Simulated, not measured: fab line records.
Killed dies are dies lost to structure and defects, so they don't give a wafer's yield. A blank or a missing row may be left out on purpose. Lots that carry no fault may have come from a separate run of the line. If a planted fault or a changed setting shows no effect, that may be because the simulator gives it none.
fab line records | flow nandHarc
record: lots: 4 wafers: 12 lastDay: 33
route steps=1302 shown A_CHANNEL_HOLE_D2@570 END@1302
lots with no fault: from the same line, run without faults
startH: hours from the record's first day to the start of the lot's first wafer shown | waitH: how many hours have passed since the lot's step before this one | " unchanged from the row above | L1.1+2: a single row standing in for several wafers | - no value, or no start given | * or withheld: withheld | < > ~ a bound
route shown NAME@n: names a module that has steps shown in the file, with the first one's number in the route | usual: mean and standard deviation over wafers with no fault | same: alike in all rows | chamber/n: place in a boat | sites: the reading at each site | _std_site: the values' standard deviation | _edge_site: mean of outer sites minus mean of inner sites | radiusMm: how far each site lies from the wafer's centre | mask NAME#n: copy n | behind: the last tool/chamber to shape the wafer | hold: reason for holding the lot/hours on hold/outcome of the hold | device: names the non-switching transistor (n, p or np) | end of line: tests run on the same wafers once the route is complete | a step given without rows: its recipe and nothing more | killed: count of dies lost to structure and defects at first sort (not the wafer's yield) | map: dies across one wafer; x = killed, . = not, _ = none there
set.NAME: the setting the step ran with; set.NAME@STEP: the setting that earlier step ran with | model.NAME: the simulator's own value behind a step, which no gauge read
lots at some steps of the route; a table a step, a row a wafer
services: from which hour (startH, from the record's first day; less than 0 if before it) a tool's chamber was out of use, for how many hours, and why
== steps ==
step: NHARC_A_CHANNEL_HOLE_D2_DEP_00
recipe: targetThkA: 31000 tempC: 400 material: aC
step: NHARC_A_CHANNEL_HOLE_D2_DEP_01
recipe: targetThkA: 1400 targetThkNm: 140 tempC: 400 pressureTorr: 3.5 flowSccm: 200 rfW: 350 material: SiON
step: NHARC_A_CHANNEL_HOLE_D2_DEHYDRATE_02
recipe: tempC: 150 timeS: 120
step: NHARC_A_CHANNEL_HOLE_D2_HMDS_03
recipe: timeS: 30
step: NHARC_A_CHANNEL_HOLE_D2_COAT_36
recipe: tempC: 260 timeS: 75
step: NHARC_A_CHANNEL_HOLE_D2_COAT_37
recipe: tempC: 225 timeS: 65
step: NHARC_A_CHANNEL_HOLE_D2_COAT_04
recipe: spinRpm: 1500 resistThkNm: 90
step: NHARC_A_CHANNEL_HOLE_D2_SOFTBAKE_05
recipe: tempC: 105 timeS: 55
step: NHARC_A_CHANNEL_HOLE_D2_EBR_06
step: NHARC_A_CHANNEL_HOLE_D2_EXPOSE_07
recipe: na: 1.35 targetCdNm: 100 sigmaOuter: 0.3 doseMj: 59.65 maskId: HOLE_D2
step: NHARC_A_CHANNEL_HOLE_D2_PEB_08
recipe: pebTempC: 100 pebTimeS: 65
usual: heaterPowerTotalW: 156.6/0.41 resistLineTempC: 22.99/0.11
columns lot.wafer tool chamber startH waitH heaterPowerTotalW resistLineTempC
L653.1 lithoTrack-06 0 330.41 0.1 157.0 22.91
L653.5 " 0 " " 157.1 22.91
L653.6 " 0 " " 156.4 22.88
L665.1 lithoTrack-06 0 431.82 0.1 168.2 22.85
L665.4 " 0 " " 168.2 23.00
L665.5 " 0 " " 156.1 22.94
L663.3 lithoTrack-06 0 432.73 0.0 169.3 22.82
L663.5 " 0 " " 157.0 22.88
L663.6 " 0 " " 156.8 22.84
L673.2 lithoTrack-01 0 534.84 0.1 157.0 23.12
L673.3 " 0 " " 156.5 22.92
L673.6 " 0 " " 156.3 22.92
step: NHARC_A_CHANNEL_HOLE_D2_DEVELOP_09
recipe: developTimeS: 35 devTempC: 23
step: NHARC_A_CHANNEL_HOLE_D2_CD_MEAS_10
recipe: targetCdNm: 100 landingEnergyEv: 500
usual: cdNm: 100.0/0.41
same: landingEnergyEv: 500
columns lot.wafer tool chamber startH waitH cdNm
L653.1 cdSem-01 0 330.49 - 100.3
L653.5 " 0 " " 100.0
L653.6 " 0 " " 100.4
L665.1 cdSem-01 0 431.89 - 96.0
L665.4 " 0 " " 96.1
L665.5 " 0 " " 100.2
L663.3 cdSem-03 0 432.81 - 95.0
L663.5 " 0 " " 99.5
L663.6 " 0 " " 99.0
L673.2 cdSem-02 0 534.92 - 99.3
L673.3 " 0 " " 100.5
L673.6 " 0 " " 100.0
step: NHARC_A_CHANNEL_HOLE_D2_DESCUM_15
recipe: timeS: 3 o2FlowSccm: 200 arFlowSccm: 0 biasPowerW: 0 chemistry: O2
usual: chamberPressureMTorr: 60.00/0.058 drypumpMotorCurrentA: 5.8/0.49 oesProductAu: 0.999/0.0073 rfVppV: 57.6/0.86 showerheadPlenumPTorr: 1.87/0.059 throttleValvePct: 11.310/0.0096
columns lot.wafer tool chamber startH waitH chamberPressureMTorr drypumpMotorCurrentA oesProductAu rfHoursCounterH rfVppV showerheadPlenumPTorr throttleValvePct model.A_CHANNEL_HOLE_D2.cdNm
L653.1 rieDiel-12 3 330.70 0.1 59.99 5.9 1.008 3.4 56.8 1.91 11.299 100.2
L653.5 " 0 " " 59.99 4.7 1.004 - 59.4 1.89 11.315 100.2
L653.6 " 1 " " 59.99 6.2 1.007 - 56.4 1.95 11.303 100.7
L665.4 rieDiel-12 3 432.08 0.1 60.04 5.9 1.006 8.6 56.6 1.90 11.311 95.83
L665.1 " 2 " " 59.96 6.5 0.993 10.4 56.8 2.02 11.303 96.55
L665.5 " 3 " " 59.93 5.9 1.011 - 58.7 1.90 11.310 100.1
L663.3 rieDiel-04 2 433.01 0.1 59.89 5.8 0.991 4.4 58.1 1.85 11.320 95.06
L663.5 " 0 " " 60.02 5.9 0.981 - 57.6 1.82 11.308 99.3
L663.6 " 1 " " 60.04 5.7 0.991 - 58.4 1.85 11.315 99.67
L673.2 rieDiel-03 1 535.11 0.1 60.08 6.7 1.005 7.6 59.8 1.91 11.309 99.56
L673.3 " 2 " " 59.94 5.7 1.004 7.5 57.3 1.80 11.333 100.5
L673.6 " 1 " " 59.98 6.7 1.001 - 58.1 1.91 11.311 99.72
step: NHARC_A_CHANNEL_HOLE_D2_ETCH_38
recipe: targetDepthA: 390 overEtchFrac: 0.3 timeS: 65 ionEnergyEv: 80 cf4FlowSccm: 150 arFlowSccm: 0 rfW: 300 biasW: 100 chemistry: CF4
step: NHARC_A_CHANNEL_HOLE_D2_ETCH_39
recipe: targetDepthA: 2600 overEtchFrac: 0.3 timeS: 325 ionEnergyEv: 200 n2FlowSccm: 150 h2FlowSccm: 150 arFlowSccm: 0 rfW: 400 biasW: 150 chemistry: N2/H2
step: NHARC_A_CHANNEL_HOLE_D2_ETCH_34
recipe: targetDepthA: 1540 timeS: 77 cf4FlowSccm: 100 chf3FlowSccm: 30 arFlowSccm: 0 rfW: 500 biasW: 200 chemistry: CF4/CHF3
step: NHARC_A_CHANNEL_HOLE_D2_ETCH_16
recipe: targetDepthA: 31000 overEtchFrac: 0.3 timeS: 806 ionEnergyEv: 150 o2FlowSccm: 400 cosFlowSccm: 20 arFlowSccm: 0 rfW: 500 biasW: 300 chemistry: O2/COS
step: NHARC_A_CHANNEL_HOLE_D2_ETCH_19
recipe: biasV: 1200 sourceW: 2500 pressureMtorr: 15 timeS: 34.5 arFlowSccm: 375 c4f8FlowSccm: 28.8 o2FlowSccm: 96.2 tempC: -20 targetDepthA: * chemistry: C4F8/O2/Ar
step: NHARC_A_CHANNEL_HOLE_D2_ETCH_20
recipe: biasV: 3000 sourceW: withheld pressureMtorr: 20 timeS: 361.9 arFlowSccm: 375 c4f8FlowSccm: 89.3 o2FlowSccm: 35.7 tempC: -20 targetDepthA: 16000 chemistry: C4F8/O2/Ar
step: NHARC_A_CHANNEL_HOLE_D2_ETCH_21
recipe: biasV: 3000 sourceW: withheld pressureMtorr: 20 timeS: 514.3 arFlowSccm: 375 c4f8FlowSccm: 89.3 o2FlowSccm: 35.7 tempC: -20 targetDepthA: 16000 chemistry: C4F8/O2/Ar
step: NHARC_A_CHANNEL_HOLE_D2_ETCH_22
recipe: biasV: 3000 sourceW: withheld pressureMtorr: 20 timeS: 666.7 arFlowSccm: 375 c4f8FlowSccm: 89.3 o2FlowSccm: 35.7 tempC: -20 targetDepthA: 16000 chemistry: C4F8/O2/Ar
step: NHARC_A_CHANNEL_HOLE_D2_ETCH_23
recipe: biasV: 5000 sourceW: withheld pressureMtorr: 20 timeS: 819 arFlowSccm: 375 c4f8FlowSccm: 89.3 o2FlowSccm: 35.7 tempC: -20 targetDepthA: 16000 chemistry: C4F8/O2/Ar
step: NHARC_A_CHANNEL_HOLE_D2_ETCH_24
recipe: biasV: 5000 sourceW: withheld pressureMtorr: 20 timeS: 906.2 arFlowSccm: 375 c4f8FlowSccm: 93.8 o2FlowSccm: 31.2 tempC: -20 targetDepthA: 15000 chemistry: C4F8/O2/Ar
step: NHARC_A_CHANNEL_HOLE_D2_ETCH_25
recipe: biasV: 5000 sourceW: withheld pressureMtorr: 20 timeS: 1040.2 arFlowSccm: 375 c4f8FlowSccm: 93.8 o2FlowSccm: 31.2 tempC: -20 targetDepthA: 15000 chemistry: C4F8/O2/Ar
step: NHARC_A_CHANNEL_HOLE_D2_ETCH_26
recipe: biasV: 300 sourceW: 2000 pressureMtorr: 30 timeS: 224.1 arFlowSccm: 375 c4f8FlowSccm: 11.4 o2FlowSccm: 113.6 tempC: -20 targetDepthA: 3000 chemistry: C4F8/O2/Ar
step: NHARC_A_CHANNEL_HOLE_D2_ETCH_27
recipe: biasV: 400 sourceW: 2000 pressureMtorr: 25 timeS: 90 arFlowSccm: 375 c4f8FlowSccm: 41.7 o2FlowSccm: 83.3 tempC: -20 targetDepthA: 4000 chemistry: C4F8/O2/Ar
step: NHARC_A_CHANNEL_HOLE_D2_STRIP_41
recipe: n2FlowSccm: 150 h2FlowSccm: 150 arFlowSccm: 0 biasW: 0 chemistry: N2/H2
step: NHARC_A_CHANNEL_HOLE_D2_STRIP_42
recipe: cf4FlowSccm: 100 chf3FlowSccm: 30 arFlowSccm: 0 biasW: 0 chemistry: CF4/CHF3
step: NHARC_A_CHANNEL_HOLE_D2_STRIP_43
recipe: o2FlowSccm: 400 cosFlowSccm: 20 arFlowSccm: 0 biasW: 0 chemistry: O2/COS
step: NHARC_A_CHANNEL_HOLE_D2_ETCH_44
recipe: targetDepthA: 1400 overetchA: 140 timeS: 77 ionEnergyEv: 100 cf4FlowSccm: 80 o2FlowSccm: 20 arFlowSccm: 0 rfW: 300 biasW: 100 chemistry: CF4/O2
usual: chamberPressureMTorr: 30.004/0.027 drypumpMotorCurrentA: 5.8/0.41 oesProductAu: 0.997/0.0068 rfVppV: 197.0/0.89 showerheadPlenumPTorr: 1.30/0.034 throttleValvePct: 13.398/0.01
columns lot.wafer tool chamber startH waitH chamberPressureMTorr drypumpMotorCurrentA oesProductAu rfHoursCounterH rfVppV showerheadPlenumPTorr throttleValvePct model.A_CHANNEL_HOLE_D2.cdNm
L653.1 rieDiel-03 1 341.12 0.1 30.004 6.8 0.998 2 198.5 1.33 13.395 91.14
L653.5 " 0 " " 30.043 6.0 0.999 - 195.9 1.32 13.395 90.08
L653.6 " 1 " " 30.006 6.7 0.993 - 196.6 1.33 13.392 91.16
L665.1 rieDiel-04 1 438.01 0.1 29.956 5.7 0.999 5 196.4 1.29 13.410 86.74
L665.4 " 2 " " 30.015 5.7 0.989 5 196.6 1.29 13.392 86.35
L665.5 " 0 " " 30.025 5.9 0.990 - 196.9 1.27 13.400 90.75
L663.3 rieDiel-12 1 441.02 0.1 29.991 6.2 1.005 13 197.6 1.36 13.404 85.69
L663.6 " 0 " " 29.996 4.8 0.992 - 198.1 1.32 13.389 90.1
L663.5 " 1 " " 30.020 6.2 1.001 - 198.4 1.36 13.394 89.73
L673.3 rieDiel-04 1 541.50 0.0 30.028 5.7 1.013 0 196.7 1.29 13.399 91.01
L673.2 " 2 " " 30.005 5.7 0.991 0 198.1 1.29 13.410 90.1
L673.6 " 1 " " 30.015 5.7 1.009 - 195.9 1.29 13.394 90.24
step: NHARC_A_CHANNEL_HOLE_D2_STRIP_28
recipe: o2FlowSccm: 500 arFlowSccm: 0 biasW: 0 chemistry: O2
step: NHARC_A_CHANNEL_HOLE_D2_PRECLEAN_29
recipe: timeS: * tempC: 50 bathAgeMin: 0 chemistry: SC1
step: NHARC_A_CHANNEL_HOLE_D2_SRD_30
step: NHARC_A_CHANNEL_HOLE_D2_CD_MEAS_31
usual: cdNm: 90.3/0.95
columns lot.wafer tool chamber startH waitH cdNm
L653.1 cdSem-03 - 341.91 - 91.7
L653.5 " - " " 90.0
L653.6 " - " " 91.1
L665.1 cdSem-03 - 438.79 - 86.3
L665.4 " - " " 85.8
L665.5 " - " " 90.7
L663.3 cdSem-02 - 441.82 - 85.6
L663.5 " - " " 90.0
L663.6 " - " " 89.6
L673.2 cdSem-02 - 542.30 - 90.0
L673.3 " - " " 91.2
L673.6 " - " " 89.5
step: NHARC_A_CHANNEL_HOLE_D2_XSEM_32
recipe: landingEnergyEv: 35000
usual: botCdNm: 74.9/1 bowNm: 8.66/0.3 tiltDeg: 0.08/0.042
same: landingEnergyEv: 35000
columns lot.wafer tool chamber startH waitH botCdNm bowNm tiltDeg
L653.1 xsem-02 0 342.00 0.1 74.8 8.55 0.10
L653.5 " 0 " " 74.5 8.39 0.10
L653.6 " 0 " " 74.6 8.49 0.10
L665.1 xsem-02 0 438.88 0.1 71.4 9.08 0.05
L665.4 " 0 " " 70.7 9.14 0.05
L665.5 " 0 " " 76.3 9.09 0.05
L663.3 xsem-01 0 441.91 0.1 70.2 8.95 0.08
L663.5 " 0 " " 74.4 9.01 0.08
L663.6 " 0 " " 74.9 9.06 0.08
L673.2 xsem-02 0 542.39 0.1 76.2 8.64 0.04
L673.3 " 0 " " 76.7 8.62 0.04
L673.6 " 0 " " 76.0 8.65 0.04
step: NHARC_END_SORT_01
recipe: tempC: 25
usual: killedAtArray: 54/20 killedAtOther: 0.9/1.1 killedAtPeriphery: 3.8/2.4 killedDies: 58/20 killedOpen: 3.5/1.9 killedShort: 2.5/1.6
same: grossDies: 677
columns lot.wafer tool chamber startH waitH killedAtArray killedAtOther killedAtPeriphery killedDies killedOpen killedShort
L653.1 prober-01 0 617.14 2.5 24 2 1 27 0 3
L653.5 prober-01 0 620.30 3.7 29 3 0 32 4 4
L653.6 prober-01 0 621.09 3.9 19 3 1 23 0 1
L663.3 prober-02 0 699.64 3.1 61 0 6 67 4 3
L663.5 prober-02 0 701.24 3.7 53 0 5 58 4 2
L663.6 prober-02 0 702.04 4.0 52 1 9 62 4 3
killed by level:class
L653.1 A_ZERO_WELL:chamberFilmFlake=6 A_CONTACT:chamberFilmFlake=6 A_CHANNEL_HOLE_D2:chamberFilmFlake=5 A_ONON_D2:geometricParticle:short=2 A_STAIRCASE:chamberFilmFlake=2 THIN_TSV:chamberFilmFlake=2 A_SOURCE_PLATE:geometricParticle:short=1 P_M0:chamberFilmFlake=1
L653.5 A_CHANNEL_HOLE_D1:chamberFilmFlake=6 A_STAIRCASE:chamberFilmFlake=5 A_CHANNEL_HOLE_D2:chamberFilmFlake=4 A_CONTACT:chamberFilmFlake=4 THIN_TSV:chamberFilmFlake=3 A_DECK1_JOINT:geometricParticle:open=2 A_ONON_D2:geometricParticle:short=2 A_CHANNEL_HOLE_D1:geometricParticle:short=1
L653.6 A_CHANNEL_HOLE_D2:chamberFilmFlake=8 A_CONTACT:chamberFilmFlake=6 A_ZERO_WELL:chamberFilmFlake=3 THIN_TSV:chamberFilmFlake=3 A_CHANNEL_FILL_D1:geometricParticle:short=1 P_ZERO_WELL:chamberFilmFlake=1 A_SLIT:chamberFilmFlake=1
L663.3 A_CHANNEL_HOLE_D1:chamberFilmFlake=37 A_CHANNEL_HOLE_D2:chamberFilmFlake=6 A_STAIRCASE:chamberFilmFlake=5 A_CONTACT:chamberFilmFlake=3 A_CHANNEL_FILL_D1:geometricParticle:short=2 P_GATE:chamberFilmFlake=2 A_SLIT:chamberFilmFlake=2 P_M0:geometricParticle:open=1
L663.5 A_CHANNEL_HOLE_D1:chamberFilmFlake=29 A_CHANNEL_HOLE_D2:chamberFilmFlake=7 A_SLIT:chamberFilmFlake=5 A_STAIRCASE:chamberFilmFlake=3 P_M1:chamberFilmFlake=2 A_WL_FILL:chamberFilmFlake=2 A_CONTACT:chamberFilmFlake=2 P_CONTACT:geometricParticle:open=1
L663.6 A_CHANNEL_HOLE_D1:chamberFilmFlake=26 A_CHANNEL_HOLE_D2:chamberFilmFlake=15 P_STI:chamberFilmFlake=3 A_WL_FILL:geometricParticle:short=2 P_GATE:chamberFilmFlake=2 P_CONTACT:chamberFilmFlake=2 A_SLIT:chamberFilmFlake=2 A_CONTACT:chamberFilmFlake=2
== services ==
columns tool chamber startH hours kind
rieDiel-04 0 309.40 - clean
rieDiel-04 1 309.40 - clean
rieDiel-04 2 309.40 - clean
rieDiel-04 3 309.40 - clean
rieDiel-03 1 321.44 3.8 repair
rieDiel-12 0 326.40 - clean
rieDiel-12 1 326.40 - clean
rieDiel-12 2 326.40 - clean
rieDiel-12 3 326.40 - clean
lithoTrack-01 - 330.00 7.0 pm
rieDiel-04 0 333.90 - clean
lithoTrack-06 - 354.00 7.0 pm
rieDiel-04 - 354.90 9.0 pm
rieDiel-04 0 369.04 4.1 repair
rieDiel-12 0 369.16 12.1 repair
xsem-01 - 374.00 14.0 pm
rieDiel-04 3 402.90 2.8 repair
rieDiel-12 - 445.40 9.0 pm
rieDiel-03 - 458.30 9.0 pm
lithoTrack-01 - 505.00 7.0 pm
rieDiel-12 1 528.96 4.9 repair
lithoTrack-06 - 529.00 7.0 pm
rieDiel-04 1 530.65 3.1 repair
rieDiel-04 - 531.90 9.0 pm
== key ==
firstSign: step: NHARC_A_CHANNEL_HOLE_D2_PEB_08 reading: heaterPowerTotalW direction: up sigmas: 29 usual: * struck: *
effect: step: NHARC_A_CHANNEL_HOLE_D2_CD_MEAS_10 reading: cdNm direction: down sigmas: 10 usual: 100.0 struck: 95.7
effect: step: NHARC_A_CHANNEL_HOLE_D2_CD_MEAS_31 reading: cdNm direction: down sigmas: 4.6 usual: 90.3 struck: 85.9
effect: step: NHARC_A_CHANNEL_HOLE_D2_XSEM_32 reading: botCdNm direction: down sigmas: 4 usual: 74.9 struck: 70.8
modelEffect: step: NHARC_A_CHANNEL_HOLE_D2_DESCUM_15 value: A_CHANNEL_HOLE_D2.cdNm without: 99.86 struck: 95.81
modelEffect: step: NHARC_A_CHANNEL_HOLE_D2_ETCH_44 value: A_CHANNEL_HOLE_D2.cdNm without: 90.3 struck: 86.26
metAt NHARC_A_CHANNEL_HOLE_D2_PEB_08
struckWafers L663.3,L665.1,L665.4
testerLeftOut L663,L665
onsetBetween 330.41 431.82
fault: kind: processParameterDrift tool: lithoTrack-06 chamber: - onsetH: 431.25 steps: NHARC_A_CHANNEL_HOLE_D2_PEB_08 channel: pebTimeS offset: * shape: step endH: 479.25 scope: struckWafersOnly actsIn: * stated: *
testerLeftOut: of these lots the tester's yield and bins aren't shown, on N5 and GAA mostly nor the transistor test; their killed dies are dies lost to structure and defects alone, not to doping, threshold or leakage, so they don't give the yield
